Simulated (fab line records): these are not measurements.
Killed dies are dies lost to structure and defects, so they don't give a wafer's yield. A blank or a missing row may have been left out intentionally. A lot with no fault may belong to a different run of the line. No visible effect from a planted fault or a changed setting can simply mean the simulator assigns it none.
fab line records	flow n5-finfet
record: lots: 24	wafers: 72	last-day: 18
route steps=1938 shown BEOL_M6@1254 BEOL_M7@1276
lots with no fault: from the same line, run without faults
start-h: start of the lot's first displayed wafer, in hours after the record's first day	wait-h: time in hours since the lot's previous step	" same as the row above	L1.1+2: a row that stands for several wafers	- no value, or no start was given	* or withheld: withheld	< > ~ a bound
route shown NAME@n: a module of which the file shows steps, and the number in the route of the first	usual: mean/standard deviation taken from wafers without a fault	same: alike in all rows	chamber/n: place in a boat	sites: each site's reading	_std_site: the standard deviation of these	_edge_site: inner sites' mean taken away from outer sites' mean	radius-mm: how far each site lies from the wafer's centre	mask NAME#n: copy n	behind: tool/chamber where the wafer was last shaped	hold: the reason the lot was held/the length of the hold in hours/how it ended	device: the transistor (n, p or np) that didn't switch	end of line: the route-end tests of the same wafers	where a step has no rows: the recipe by itself	killed: dies that structure and defects cost at the first sort, which is not the same as the wafer's yield	map: per-die view of a wafer (x killed, . not killed, _ where there is no die)
set.NAME: the run value of the setting; set.NAME@STEP: its run value at that earlier step	model.NAME: the simulator's own value behind a step, which no gauge read
a sample of lots followed through the steps of the route, with each step as a table and each wafer as a row
services: from which hour (start-h, from the record's first day; less than 0 if before it) a tool's chamber was out of use, for how many hours, and why
== steps ==
step: N5_BEOL_M6_SPUTTER_48
recipe: material: Cu	target-thk-a: 100	temp-c: -20	bias-v: 60	power-w: 26000	chamber-pressure-pa: 0.13	time-s: 1.667
usual: chuck-sensor-temp-C: -16.1/0.46	throttle-valve-pct: 29.5/0.78
lot.wafer	tool	chamber	start-h	wait-h	chuck-sensor-temp-C	throttle-valve-pct
L074.1	pvd-sputter-03	-	194.20	0.2	-16.2	30.3
L074.4	"	-	"	"	-15.4	29.7
L074.5	"	-	"	"	-15.5	29.7
L076.1	pvd-sputter-01	-	204.53	0.1	-16.5	29.8
L076.3	"	-	"	"	-16.1	30.6
L076.5	"	-	"	"	-16.2	30.4
L075.3	pvd-sputter-02	-	224.49	1.4	-15.4	29.7
L075.5	"	-	"	"	-16.4	28.1
L075.6	"	-	"	"	-16.8	30.4
L078.1	pvd-sputter-03	-	226.59	0.1	-16.8	28.8
L078.4	"	-	"	"	-15.7	29.5
L078.5	"	-	"	"	-15.6	29.3
L077.1	pvd-sputter-02	-	235.15	0.2	-16.4	28.1
L077.5	"	-	"	"	-16.3	28.2
L077.6	"	-	"	"	-15.8	29.4
L083.1	pvd-sputter-02	-	251.33	0.1	-16.5	27.8
L083.2	"	-	"	"	-15.8	29.2
L083.5	"	-	"	"	-16.4	27.8
L079.2	pvd-sputter-01	-	252.15	0.1	-15.9	29.8
L079.4	"	-	"	"	-16.8	28.3
L079.6	"	-	"	"	-16.2	30.7
L081.1	pvd-sputter-03	-	255.64	0.7	-15.6	28.9
L081.2	"	-	"	"	-15.5	29.7
L081.5	"	-	"	"	-16.3	30.5
L080.1	pvd-sputter-02	-	259.26	1.1	-16.5	30.2
L080.2	"	-	"	"	-16.4	27.9
L080.5	"	-	"	"	-16.4	28.0
L082.2	pvd-sputter-01	-	271.65	0.1	-16.7	28.5
L082.4	"	-	"	"	-16.0	30.6
L082.5	"	-	"	"	-16.8	28.5
L084.1	pvd-sputter-01	-	271.73	0.1	-16.4	29.8
L084.4	"	-	"	"	-16.7	28.6
L084.5	"	-	"	"	-16.0	30.0
L087.3	pvd-sputter-01	-	272.53	0.1	-16.1	30.6
L087.5	"	-	"	"	-16.1	30.6
L087.6	"	-	"	"	-16.6	29.6
L085.2	pvd-sputter-01	-	285.03	0.1	-16.7	29.6
L085.5	"	-	"	"	-16.7	28.6
L085.6	"	-	"	"	-15.9	30.1
L086.1	pvd-sputter-02	-	290.93	0.1	-15.4	29.3
L086.3	"	-	"	"	-16.5	28.1
L086.4	"	-	"	"	-16.7	30.3
L090.1	pvd-sputter-01	-	295.38	0.1	-16.1	30.5
L090.4	"	-	"	"	-16.6	29.8
L090.5	"	-	"	"	-16.1	30.5
L088.1	pvd-sputter-03	-	297.35	0.3	-16.0	30.3
L088.2	"	-	"	"	-15.6	29.2
L088.3	"	-	"	"	-16.6	28.7
L089.1	pvd-sputter-02	-	304.39	0.2	-16.3	28.0
L089.4	"	-	"	"	-16.7	30.5
L089.6	"	-	"	"	-15.9	29.4
L091.1	pvd-sputter-03	-	319.38	0.7	-15.5	29.3
L091.4	"	-	"	"	-16.3	30.0
L091.5	"	-	"	"	-16.0	30.4
L092.1	pvd-sputter-03	-	321.84	0.1	-15.6	29.4
L092.4	"	-	"	"	-16.0	30.3
L092.5	"	-	"	"	-15.4	29.8
L093.1	pvd-sputter-03	-	324.62	1.9	-15.8	29.1
L093.4	"	-	"	"	-15.5	29.7
L093.6	"	-	"	"	-15.6	29.9
L096.1	pvd-sputter-03	-	326.76	0.2	-15.5	29.7
L096.3	"	-	"	"	-15.6	29.1
L096.5	"	-	"	"	-15.7	29.0
L094.1	pvd-sputter-03	-	328.98	0.2	-15.7	29.1
L094.5	"	-	"	"	-15.8	29.3
L094.6	"	-	"	"	-16.7	28.5
L095.3	pvd-sputter-01	-	334.20	0.5	-16.4	29.9
L095.5	"	-	"	"	-16.1	30.7
L095.6	"	-	"	"	-16.6	29.7
L097.2	pvd-sputter-03	-	350.90	0.1	-16.1	30.4
L097.4	"	-	"	"	-15.4	29.5
L097.6	"	-	"	"	-15.6	29.9
step: N5_BEOL_M6_ANNEAL_51
recipe: temp-c: 225	time-s: 90	ambient: N2
usual: anneal-temp-c: 225.01/0.2	wafer_temp_C_max: 226.06/0.28
lot.wafer	tool	chamber	start-h	wait-h	anneal-temp-c	wafer_temp_C_max
L074.1	rtp-anneal-02	0	194.41	0.1	225.11	226.28
L074.4	"	0	"	"	225.19	226.43
L074.5	"	0	"	"	225.17	226.19
L076.1	rtp-anneal-01	0	204.92	0.2	225.04	225.99
L076.3	"	0	"	"	225.28	226.07
L076.5	"	0	"	"	225.66	225.57
L075.3	rtp-anneal-01	0	224.97	0.3	225.10	225.80
L075.5	"	0	"	"	224.91	226.00
L075.6	"	0	"	"	225.00	225.95
L078.1	rtp-anneal-02	0	226.85	0.1	225.14	226.37
L078.4	"	0	"	"	225.05	226.33
L078.5	"	0	"	"	224.90	226.51
L077.1	rtp-anneal-01	0	235.36	0.1	224.73	225.80
L077.5	"	0	"	"	224.93	225.70
L077.6	"	0	"	"	224.75	225.89
L083.1	rtp-anneal-02	0	251.54	0.1	225.09	226.23
L083.2	"	0	"	"	225.03	226.40
L083.5	"	0	"	"	225.21	226.47
L079.2	rtp-anneal-01	0	252.99	0.7	224.70	225.59
L079.4	"	0	"	"	225.05	225.78
L079.6	"	0	"	"	224.78	226.14
L081.1	rtp-anneal-01	0	255.86	0.1	224.88	225.75
L081.2	"	0	"	"	224.89	225.99
L081.5	"	0	"	"	225.17	225.65
L080.1	rtp-anneal-02	0	259.47	0.1	225.37	226.27
L080.2	"	0	"	"	225.06	226.36
L080.5	"	0	"	"	225.21	226.20
L082.2	rtp-anneal-02	0	271.97	0.2	225.00	226.20
L082.4	"	0	"	"	225.16	226.06
L082.5	"	0	"	"	224.94	226.05
L084.1	rtp-anneal-02	0	272.19	0.3	224.81	227.03
L084.4	"	0	"	"	224.68	226.56
L084.5	"	0	"	"	224.84	225.72
L087.3	rtp-anneal-01	0	272.84	0.1	225.38	226.05
L087.5	"	0	"	"	225.18	226.09
L087.6	"	0	"	"	225.33	226.10
L085.2	rtp-anneal-02	0	285.28	0.1	225.01	226.34
L085.5	"	0	"	"	225.13	226.17
L085.6	"	0	"	"	225.00	226.18
L086.1	rtp-anneal-01	0	291.94	0.9	225.07	225.77
L086.3	"	0	"	"	225.01	225.95
L086.4	"	0	"	"	225.27	226.28
L090.1	rtp-anneal-02	0	295.59	0.1	225.12	226.68
L090.4	"	0	"	"	224.90	226.13
L090.5	"	0	"	"	225.13	226.28
L088.1	rtp-anneal-02	0	297.56	0.1	224.94	226.30
L088.2	"	0	"	"	224.69	226.00
L088.3	"	0	"	"	224.96	225.85
L089.1	rtp-anneal-02	0	304.96	0.4	224.58	226.28
L089.4	"	0	"	"	224.52	226.44
L089.6	"	0	"	"	224.72	226.52
L091.1	rtp-anneal-01	0	319.59	0.1	224.86	226.19
L091.4	"	0	"	"	224.89	226.09
L091.5	"	0	"	"	225.01	226.11
L092.1	rtp-anneal-01	0	323.01	1.0	225.13	225.64
L092.4	"	0	"	"	225.10	225.48
L092.5	"	0	"	"	224.88	226.15
L093.1	rtp-anneal-01	0	324.83	0.1	224.78	226.23
L093.4	"	0	"	"	225.06	225.63
L093.6	"	0	"	"	224.79	226.06
L096.1	rtp-anneal-01	0	327.43	0.5	225.07	225.85
L096.3	"	0	"	"	225.05	226.09
L096.5	"	0	"	"	224.81	226.11
L094.1	rtp-anneal-01	0	329.84	0.6	225.20	226.20
L094.5	"	0	"	"	225.22	226.05
L094.6	"	0	"	"	225.02	226.25
L095.3	rtp-anneal-01	0	334.64	0.3	225.28	225.91
L095.5	"	0	"	"	225.03	226.01
L095.6	"	0	"	"	225.20	225.90
L097.2	rtp-anneal-02	0	351.27	0.2	225.06	226.37
L097.4	"	0	"	"	225.16	225.99
L097.6	"	0	"	"	225.09	225.95
step: N5_BEOL_M7_CD_MEAS_11
recipe: target-cd-nm: 38.5	landing-energy-ev: 500	detector: se-inlens	polarity: opening
usual: cd-nm: 38.5/0.39
same: landing-energy-ev: 500
lot.wafer	tool	chamber	start-h	wait-h	cd-nm
L074.1	cd-sem-02	0	196.77	-	37.9
L074.4	"	0	"	"	38.9
L074.5	"	0	"	"	38.6
L076.1	cd-sem-02	0	208.51	-	38.8
L076.3	"	0	"	"	38.4
L076.5	"	0	"	"	38.3
L075.3	cd-sem-01	0	228.06	-	38.8
L075.5	"	0	"	"	38.5
L075.6	"	0	"	"	38.7
L078.1	cd-sem-01	0	230.79	-	38.3
L078.4	"	0	"	"	38.6
L078.5	"	0	"	"	38.0
L077.1	cd-sem-01	0	237.97	-	38.2
L077.5	"	0	"	"	38.4
L077.6	"	0	"	"	38.6
L083.1	cd-sem-02	0	254.23	-	38.9
L083.2	"	0	"	"	37.9
L083.5	"	0	"	"	38.9
L079.2	cd-sem-01	0	257.01	-	38.3
L079.4	"	0	"	"	38.6
L079.6	"	0	"	"	39.0
L081.1	cd-sem-02	0	260.02	-	38.1
L081.2	"	0	"	"	38.2
L081.5	"	0	"	"	37.8
L080.1	cd-sem-03	0	264.96	-	38.0
L080.2	"	0	"	"	38.8
L080.5	"	0	"	"	38.3
L082.2	cd-sem-03	0	275.28	-	38.5
L082.4	"	0	"	"	38.5
L082.5	"	0	"	"	38.4
L084.1	cd-sem-01	0	275.98	-	39.0
L084.4	"	0	"	"	39.3
L084.5	"	0	"	"	39.1
L087.3	cd-sem-01	0	276.02	-	38.4
L087.5	"	0	"	"	38.8
L087.6	"	0	"	"	38.8
L085.2	cd-sem-03	0	289.07	-	38.2
L085.5	"	0	"	"	38.4
L085.6	"	0	"	"	39.0
L086.1	cd-sem-02	0	294.77	-	38.1
L086.3	"	0	"	"	38.1
L086.4	"	0	"	"	37.8
L090.1	cd-sem-03	0	299.43	-	39.1
L090.4	"	0	"	"	39.3
L090.5	"	0	"	"	38.9
L088.1	cd-sem-02	0	300.13	-	39.5
L088.2	"	0	"	"	39.1
L088.3	"	0	"	"	38.7
L089.1	cd-sem-03	0	308.43	-	38.2
L089.4	"	0	"	"	38.6
L089.6	"	0	"	"	38.4
L091.1	cd-sem-02	0	322.45	-	38.7
L091.4	"	0	"	"	38.2
L091.5	"	0	"	"	38.6
L092.1	cd-sem-03	0	325.71	-	38.8
L092.4	"	0	"	"	38.2
L092.5	"	0	"	"	38.6
L093.1	cd-sem-01	0	327.88	-	38.4
L093.4	"	0	"	"	38.5
L093.6	"	0	"	"	38.3
L096.1	cd-sem-02	0	331.41	-	39.1
L096.3	"	0	"	"	39.0
L096.5	"	0	"	"	38.7
L094.1	cd-sem-03	0	331.91	-	38.6
L094.5	"	0	"	"	38.4
L094.6	"	0	"	"	38.6
L095.3	cd-sem-01	0	336.43	-	38.8
L095.5	"	0	"	"	39.0
L095.6	"	0	"	"	38.7
L097.2	cd-sem-01	0	355.14	-	38.4
L097.4	"	0	"	"	38.4
L097.6	"	0	"	"	38.6
step: N5_BEOL_M7_ETCH_72
recipe: chemistry: N2/H2	target: underlayer	target-depth-a: 65	mask-material: CAR-EUV	time-s: 5.2	ion-energy-ev: 200	pressure-mtorr: 30	source-w: 840	bias-w: 150	n2-flow-sccm: 200	h2-flow-sccm: 200	ends: cleared
usual: drypump-motor-current-A: 5.8/0.51	etch-rf-on-time-s: 5.20/0.096	oes-product-au: 0.64/0.08	rf-fwd-power-W: 818.9/2.5	rf-vpp-V: 523.5/2.3	showerhead-plenum-p-Torr: 2.53/0.071	throttle-valve-pct: 17.97/0.28
lot.wafer	tool	chamber	start-h	wait-h	drypump-motor-current-A	etch-rf-on-time-s	oes-product-au	rf-fwd-power-W	rf-hours-counter-h	rf-vpp-V	showerhead-plenum-p-Torr	throttle-valve-pct
L074.1	rie-diel-04	3	198.77	0.0	5.7	5.16	0.59	817.8	246	520.7	2.39	18.18
L074.4	"	0	"	"	6.1	5.23	0.60	818.3	186	524.3	2.52	17.88
L074.5	"	3	"	"	5.6	5.21	0.57	820.2	-	519.9	2.39	18.18
L076.1	rie-diel-04	1	211.10	0.0	6.6	5.10	0.65	821.2	170	521.6	2.43	18.11
L076.3	"	2	"	"	5.5	5.15	0.64	817.9	179	527.3	2.64	17.89
L076.5	"	2	"	"	5.5	5.12	0.65	821.4	-	526.9	2.64	17.90
L075.3	rie-diel-02	3	230.20	0.0	4.8	5.12	0.62	817.3	202	522.4	2.52	18.13
L075.5	"	0	"	"	6.0	5.19	0.60	820.0	-	521.4	2.51	18.38
L075.6	"	1	"	"	5.9	5.13	0.78	821.4	-	528.1	2.72	17.53
L078.1	rie-diel-05	2	232.87	0.0	5.5	5.14	0.81	819.0	2	524.4	2.50	17.55
L078.4	"	0	"	"	5.4	5.27	0.57	816.9	230	523.8	2.51	18.05
L078.5	"	3	"	"	5.6	5.37	0.60	818.8	-	523.6	2.51	18.32
L077.1	rie-diel-02	3	243.34	0.0	4.8	5.14	0.61	820.5	207	523.6	2.52	18.13
L077.5	"	2	"	"	5.6	5.13	0.64	818.1	-	524.6	2.55	17.68
L077.6	"	3	"	"	4.8	5.18	0.61	822.9	-	524.3	2.52	18.12
L083.1	rie-diel-05	0	255.92	0.0	5.4	5.30	0.58	818.7	235	523.0	2.51	18.05
L083.2	"	3	"	"	5.6	5.38	0.59	822.5	221	523.6	2.51	18.34
L083.5	"	1	"	"	6.7	5.12	0.59	822.3	-	523.0	2.51	18.11
L079.2	rie-diel-05	3	258.93	0.0	5.6	5.36	0.60	818.1	221	522.6	2.51	18.32
L079.4	"	1	"	"	6.7	5.07	0.60	819.7	230	520.5	2.51	18.12
L079.6	"	3	"	"	5.6	5.36	0.59	819.1	-	523.9	2.51	18.34
L081.1	rie-diel-05	2	264.34	0.0	5.5	5.14	0.79	815.0	10	521.7	2.50	17.56
L081.2	"	3	"	"	5.6	5.38	0.59	824.3	222	524.3	2.51	18.37
L081.5	"	0	"	"	5.4	5.29	0.57	820.6	-	523.4	2.51	18.06
L080.1	rie-diel-05	3	269.51	0.0	5.6	5.37	0.59	819.6	224	525.9	2.51	18.36
L080.2	"	2	"	"	5.5	5.11	0.79	816.5	12	521.9	2.50	17.57
L080.5	"	2	"	"	5.5	5.13	0.77	813.6	-	521.3	2.50	17.58
L084.1	rie-diel-02	3	278.85	0.0	4.7	5.15	0.61	820.3	215	522.6	2.52	18.15
L084.4	"	2	"	"	5.6	5.16	0.62	819.5	164	524.6	2.55	17.68
L084.5	"	2	"	"	5.6	5.13	0.62	816.3	-	522.1	2.55	17.68
L082.2	rie-diel-04	2	279.09	0.0	5.5	5.15	0.63	815.6	198	526.0	2.63	17.91
L082.4	"	1	"	"	6.6	5.11	0.63	821.5	192	521.5	2.42	18.12
L082.5	"	3	"	"	5.7	5.12	0.80	825.6	-	529.2	2.70	17.77
L087.3	rie-diel-04	0	279.49	0.0	6.1	5.20	0.60	816.8	212	523.5	2.51	17.92
L087.5	"	2	"	"	5.5	5.17	0.63	818.8	-	526.1	2.63	17.92
L087.6	"	1	"	"	6.6	5.22	0.63	822.6	-	518.9	2.42	18.13
L085.2	rie-diel-05	3	290.32	0.0	5.6	5.33	0.58	815.7	231	523.6	2.50	18.37
L085.5	"	1	"	"	6.7	5.13	0.58	820.0	-	520.1	2.50	18.15
L085.6	"	0	"	"	5.4	5.28	0.57	818.8	-	524.4	2.50	18.05
L086.1	rie-diel-05	1	296.35	0.0	6.7	5.14	0.58	816.4	241	522.5	2.50	18.12
L086.3	"	0	"	"	5.4	5.27	0.57	823.9	247	525.1	2.50	18.05
L086.4	"	1	"	"	6.8	5.15	0.58	816.3	-	523.1	2.50	18.13
L090.1	rie-diel-02	1	302.15	0.0	5.9	5.14	0.75	817.7	44	526.5	2.71	17.57
L090.4	"	3	"	"	4.8	5.18	0.60	818.4	221	522.6	2.52	18.16
L090.5	"	3	"	"	4.8	5.15	0.61	810.3	-	522.4	2.52	18.13
L088.1	rie-diel-05	0	302.54	0.0	5.4	5.24	0.57	821.4	248	521.8	2.50	18.08
L088.2	"	1	"	"	6.7	5.10	0.58	818.9	243	522.2	2.50	18.16
L088.3	"	2	"	"	5.5	5.15	0.76	820.4	21	524.0	2.49	17.55
L089.1	rie-diel-02	1	310.26	0.0	5.9	5.09	0.76	821.7	48	529.9	2.71	17.56
L089.4	"	3	"	"	4.8	5.12	0.61	817.5	-	523.8	2.51	18.17
L089.6	"	2	"	"	5.6	5.15	0.62	813.7	-	522.7	2.54	17.71
L091.1	rie-diel-05	3	324.79	0.0	5.6	5.42	0.58	818.2	233	523.5	2.50	18.35
L091.4	"	3	"	"	5.6	5.35	0.58	821.0	-	523.7	2.50	18.37
L091.5	"	0	"	"	5.4	5.23	0.56	819.9	-	524.2	2.50	18.07
L092.1	rie-diel-05	1	327.03	0.0	6.7	5.12	0.58	821.4	249	523.4	2.50	18.14
L092.4	"	1	"	"	6.7	5.18	0.59	815.5	-	522.9	2.50	18.16
L092.5	"	3	"	"	5.6	5.36	0.58	814.4	-	525.4	2.50	18.38
L093.1	rie-diel-05	2	331.04	0.0	5.5	5.17	0.75	816.1	35	520.8	2.49	17.60
L093.4	"	3	"	"	5.6	5.42	0.58	820.6	-	523.1	2.50	18.36
L093.6	"	2	"	"	5.5	5.19	0.74	817.3	-	521.2	2.49	17.59
L096.1	rie-diel-02	2	333.79	0.0	5.6	5.18	0.61	817.3	182	519.7	2.54	17.74
L096.3	"	1	"	"	5.9	5.15	0.73	819.1	56	529.0	2.70	17.58
L096.5	"	1	"	"	5.9	5.14	0.74	816.7	-	528.8	2.70	17.57
L094.1	rie-diel-05	2	334.22	0.0	5.5	5.21	0.73	816.9	36	523.0	2.49	17.60
L094.5	"	1	"	"	6.7	5.21	0.57	819.7	-	522.2	2.50	18.16
L094.6	"	3	"	"	5.6	5.46	0.58	818.7	-	523.6	2.50	18.39
L095.3	rie-diel-04	1	337.96	0.0	6.6	5.14	0.63	817.5	211	520.5	2.42	18.19
L095.5	"	3	"	"	5.6	5.05	0.77	816.2	-	528.2	2.70	17.81
L095.6	"	2	"	"	5.5	5.20	0.61	820.8	-	524.1	2.62	17.97
L097.2	rie-diel-05	0	358.02	0.0	5.4	5.18	0.82	819.6	8	520.2	2.50	17.65
L097.4	"	0	"	"	5.4	5.10	0.82	819.4	-	520.8	2.50	17.68
L097.6	"	3	"	"	5.6	5.43	0.58	820.7	-	522.6	2.50	18.37
step: N5_BEOL_M7_STRIP_80
recipe: chemistry: N2/H2	time-s: 10	power-w: 450	temp-c: 40	pressure-mtorr: 20	rf-frequency-hz: 6e+07	bias-power-w: 7	n2-flow-sccm: 200	h2-flow-sccm: 200
usual: drypump-motor-current-A: 5.8/0.51	oes-product-au: 0.76/0.095	rf-vpp-V: 59.1/0.8	showerhead-plenum-p-Torr: 2.53/0.072	throttle-valve-pct: 23.73/0.26
lot.wafer	tool	chamber	start-h	wait-h	drypump-motor-current-A	oes-product-au	rf-hours-counter-h	rf-vpp-V	showerhead-plenum-p-Torr	throttle-valve-pct
L074.1	rie-diel-04	3	-	-	5.7	0.69	246	60.4	2.39	23.87
L074.4	"	0	"	"	6.2	0.72	186	58.5	2.52	23.50
L074.5	"	3	"	"	5.7	0.69	-	59.2	2.39	23.89
L076.1	rie-diel-04	1	-	-	6.6	0.77	170	59.1	2.43	24.01
L076.3	"	2	"	"	5.5	0.75	179	59.8	2.63	23.60
L076.5	"	2	"	"	5.5	0.75	-	58.4	2.63	23.60
L075.3	rie-diel-02	3	-	-	4.7	0.72	202	61.5	2.52	23.89
L075.5	"	0	"	"	6.0	0.70	-	59.3	2.51	24.22
L075.6	"	1	"	"	5.9	0.91	-	61.0	2.71	23.32
L078.1	rie-diel-05	2	-	-	5.5	0.96	3	58.5	2.50	23.47
L078.4	"	0	"	"	5.4	0.68	230	59.5	2.51	23.75
L078.5	"	3	"	"	5.6	0.70	-	57.8	2.51	24.05
L077.1	rie-diel-02	3	-	-	4.8	0.72	207	58.4	2.52	23.91
L077.5	"	2	"	"	5.6	0.74	-	58.7	2.55	23.40
L077.6	"	3	"	"	4.8	0.72	-	58.8	2.52	23.89
L083.1	rie-diel-05	0	-	-	5.4	0.67	235	58.8	2.50	23.75
L083.2	"	3	"	"	5.6	0.70	221	58.6	2.50	24.06
L083.5	"	1	"	"	6.7	0.69	-	58.6	2.50	23.86
L079.2	rie-diel-05	3	-	-	5.6	0.71	222	58.9	2.50	24.04
L079.4	"	1	"	"	6.7	0.68	230	58.6	2.50	23.83
L079.6	"	3	"	"	5.6	0.70	-	59.1	2.50	24.05
L081.1	rie-diel-05	2	-	-	5.5	0.91	10	60.7	2.49	23.49
L081.2	"	3	"	"	5.6	0.70	223	59.3	2.50	24.06
L081.5	"	0	"	"	5.4	0.67	-	60.7	2.50	23.74
L080.1	rie-diel-05	3	-	-	5.6	0.69	224	58.3	2.50	24.05
L080.2	"	2	"	"	5.5	0.93	12	59.8	2.49	23.47
L080.5	"	2	"	"	5.5	0.91	-	58.6	2.49	23.51
L084.1	rie-diel-02	3	-	-	4.7	0.72	215	59.9	2.51	23.92
L084.4	"	2	"	"	5.6	0.73	164	58.2	2.54	23.42
L084.5	"	2	"	"	5.6	0.73	-	59.0	2.54	23.41
L082.2	rie-diel-04	2	-	-	5.5	0.73	198	59.6	2.62	23.63
L082.4	"	1	"	"	6.6	0.75	192	57.7	2.42	24.03
L082.5	"	3	"	"	5.6	0.94	-	59.6	2.70	23.55
L087.3	rie-diel-04	0	-	-	6.2	0.70	212	60.4	2.51	23.54
L087.5	"	2	"	"	5.5	0.74	-	58.4	2.63	23.61
L087.6	"	1	"	"	6.6	0.74	-	59.8	2.42	24.02
L085.2	rie-diel-05	3	-	-	5.6	0.69	231	58.7	2.50	24.06
L085.5	"	1	"	"	6.7	0.68	-	59.2	2.50	23.86
L085.6	"	0	"	"	5.4	0.66	-	58.3	2.50	23.74
L086.1	rie-diel-05	1	-	-	6.8	0.67	241	58.6	2.50	23.88
L086.3	"	0	"	"	5.4	0.67	247	58.7	2.50	23.75
L086.4	"	1	"	"	6.7	0.68	-	58.3	2.50	23.87
L090.1	rie-diel-02	1	-	-	5.9	0.89	44	59.5	2.70	23.36
L090.4	"	3	"	"	4.8	0.70	221	58.4	2.51	23.92
L090.5	"	3	"	"	4.8	0.71	-	58.8	2.51	23.95
L088.1	rie-diel-05	0	-	-	5.4	0.68	248	59.6	2.50	23.76
L088.2	"	1	"	"	6.7	0.68	243	59.5	2.50	23.87
L088.3	"	2	"	"	5.5	0.90	22	59.7	2.49	23.51
L089.1	rie-diel-02	1	-	-	5.9	0.87	48	58.6	2.70	23.36
L089.4	"	3	"	"	4.8	0.71	-	58.1	2.51	23.93
L089.6	"	2	"	"	5.6	0.72	-	57.8	2.54	23.42
L091.1	rie-diel-05	3	-	-	5.6	0.69	233	60.2	2.50	24.07
L091.4	"	3	"	"	5.6	0.69	-	58.9	2.50	24.06
L091.5	"	0	"	"	5.4	0.66	-	58.6	2.50	23.77
L092.1	rie-diel-05	1	-	-	6.7	0.66	249	58.4	2.50	23.86
L092.4	"	1	"	"	6.7	0.67	-	58.5	2.49	23.88
L092.5	"	3	"	"	5.6	0.69	-	58.6	2.50	24.09
L093.1	rie-diel-05	2	-	-	5.5	0.88	35	59.4	2.48	23.51
L093.4	"	3	"	"	5.6	0.69	-	58.8	2.50	24.07
L093.6	"	2	"	"	5.5	0.87	-	58.6	2.48	23.52
L096.1	rie-diel-02	2	-	-	5.6	0.71	182	58.2	2.53	23.41
L096.3	"	1	"	"	5.9	0.86	56	60.8	2.70	23.37
L096.5	"	1	"	"	5.9	0.86	-	59.3	2.70	23.37
L094.1	rie-diel-05	2	-	-	5.5	0.87	36	59.6	2.48	23.53
L094.5	"	1	"	"	6.7	0.67	-	58.9	2.49	23.88
L094.6	"	3	"	"	5.6	0.69	-	59.0	2.50	24.10
L095.3	rie-diel-04	1	-	-	6.6	0.73	211	59.7	2.41	24.06
L095.5	"	3	"	"	5.7	0.91	-	60.6	2.69	23.56
L095.6	"	2	"	"	5.5	0.72	-	58.2	2.62	23.63
L097.2	rie-diel-05	0	-	-	5.4	0.96	8	59.6	2.49	23.46
L097.4	"	0	"	"	5.4	0.97	-	57.9	2.49	23.47
L097.6	"	3	"	"	5.6	0.68	-	58.3	2.49	24.08
step: N5_BEOL_M7_CD_MEAS_35
recipe: target-cd-nm: 40	polarity: opening
usual: cd-nm: 40.0/0.47
lot.wafer	tool	chamber	start-h	wait-h	cd-nm
L074.1	cd-sem-02	-	199.32	0.0	39.7
L074.4	"	-	"	"	40.2
L074.5	"	-	"	"	40.2
L076.1	cd-sem-02	-	211.64	0.0	41.1
L076.3	"	-	"	"	39.4
L076.5	"	-	"	"	40.1
L075.3	cd-sem-02	-	230.75	0.0	39.9
L075.5	"	-	"	"	40.6
L075.6	"	-	"	"	40.4
L078.1	cd-sem-02	-	233.41	0.0	39.2
L078.4	"	-	"	"	39.8
L078.5	"	-	"	"	39.3
L077.1	cd-sem-02	-	243.88	0.0	40.1
L077.5	"	-	"	"	39.8
L077.6	"	-	"	"	39.4
L083.1	cd-sem-02	-	256.46	0.0	40.3
L083.2	"	-	"	"	39.5
L083.5	"	-	"	"	40.3
L079.2	cd-sem-02	-	259.48	0.0	39.8
L079.4	"	-	"	"	40.2
L079.6	"	-	"	"	40.8
L081.1	cd-sem-02	-	264.89	0.0	39.4
L081.2	"	-	"	"	40.1
L081.5	"	-	"	"	39.5
L080.1	cd-sem-03	-	270.06	0.0	39.3
L080.2	"	-	"	"	39.6
L080.5	"	-	"	"	39.9
L084.1	cd-sem-02	-	279.41	0.0	40.4
L084.4	"	-	"	"	40.4
L084.5	"	-	"	"	40.3
L082.2	cd-sem-02	-	279.64	0.0	39.8
L082.4	"	-	"	"	39.5
L082.5	"	-	"	"	39.7
L087.3	cd-sem-02	-	280.04	0.0	40.3
L087.5	"	-	"	"	39.7
L087.6	"	-	"	"	40.3
L085.2	cd-sem-02	-	290.87	0.0	39.9
L085.5	"	-	"	"	39.9
L085.6	"	-	"	"	40.0
L086.1	cd-sem-02	-	296.90	0.0	40.0
L086.3	"	-	"	"	39.6
L086.4	"	-	"	"	38.6
L090.1	cd-sem-01	-	302.71	0.0	40.9
L090.4	"	-	"	"	40.5
L090.5	"	-	"	"	40.2
L088.1	cd-sem-03	-	303.10	0.0	40.3
L088.2	"	-	"	"	40.3
L088.3	"	-	"	"	40.0
L089.1	cd-sem-02	-	310.82	0.0	39.6
L089.4	"	-	"	"	40.1
L089.6	"	-	"	"	39.7
L091.1	cd-sem-01	-	325.33	0.0	39.8
L091.4	"	-	"	"	39.5
L091.5	"	-	"	"	39.9
L092.1	cd-sem-02	-	327.59	0.0	40.1
L092.4	"	-	"	"	39.9
L092.5	"	-	"	"	40.1
L093.1	cd-sem-03	-	331.59	0.0	39.9
L093.4	"	-	"	"	40.2
L093.6	"	-	"	"	40.7
L096.1	cd-sem-02	-	334.34	0.0	40.8
L096.3	"	-	"	"	40.4
L096.5	"	-	"	"	41.0
L094.1	cd-sem-01	-	334.76	0.0	40.4
L094.5	"	-	"	"	39.7
L094.6	"	-	"	"	40.4
L095.3	cd-sem-02	-	338.54	0.0	40.6
L095.5	"	-	"	"	40.8
L095.6	"	-	"	"	40.3
L097.2	cd-sem-01	-	358.57	0.0	39.9
L097.4	"	-	"	"	39.9
L097.6	"	-	"	"	40.1
== services ==
tool	chamber	start-h	hours	kind
pvd-sputter-02	-	185.64	12.6	repair
rie-diel-02	0	202.66	7.8	repair
rie-diel-02	2	206.69	6.6	repair
rie-diel-05	2	209.91	-	clean
rie-diel-05	2	209.91	-	consumable-replace:focus-ring
rie-diel-04	3	210.24	-	clean
rie-diel-04	3	210.24	-	consumable-replace:focus-ring
rie-diel-04	3	210.24	-	consumable-replace:showerhead
rie-diel-04	3	210.24	16.8	scheduled-down
rie-diel-04	3	210.24	16.8	vent-cycle
rie-diel-02	3	267.45	4.0	repair
rie-diel-02	-	275.75	2.8	pm
rie-diel-02	0	303.00	-	clean
rie-diel-02	0	303.00	-	consumable-replace:focus-ring
rie-diel-02	0	303.00	19.1	scheduled-down
rie-diel-02	0	303.00	19.1	vent-cycle
rie-diel-05	0	325.56	-	clean
rie-diel-05	0	325.56	-	consumable-replace:focus-ring
rie-diel-05	0	325.56	16.5	scheduled-down
rie-diel-05	0	325.56	16.5	vent-cycle
rie-diel-05	1	347.76	-	clean
rie-diel-05	1	347.76	-	consumable-replace:focus-ring
rie-diel-05	1	347.76	19.1	scheduled-down
rie-diel-05	1	347.76	19.1	vent-cycle
== key ==
fault none
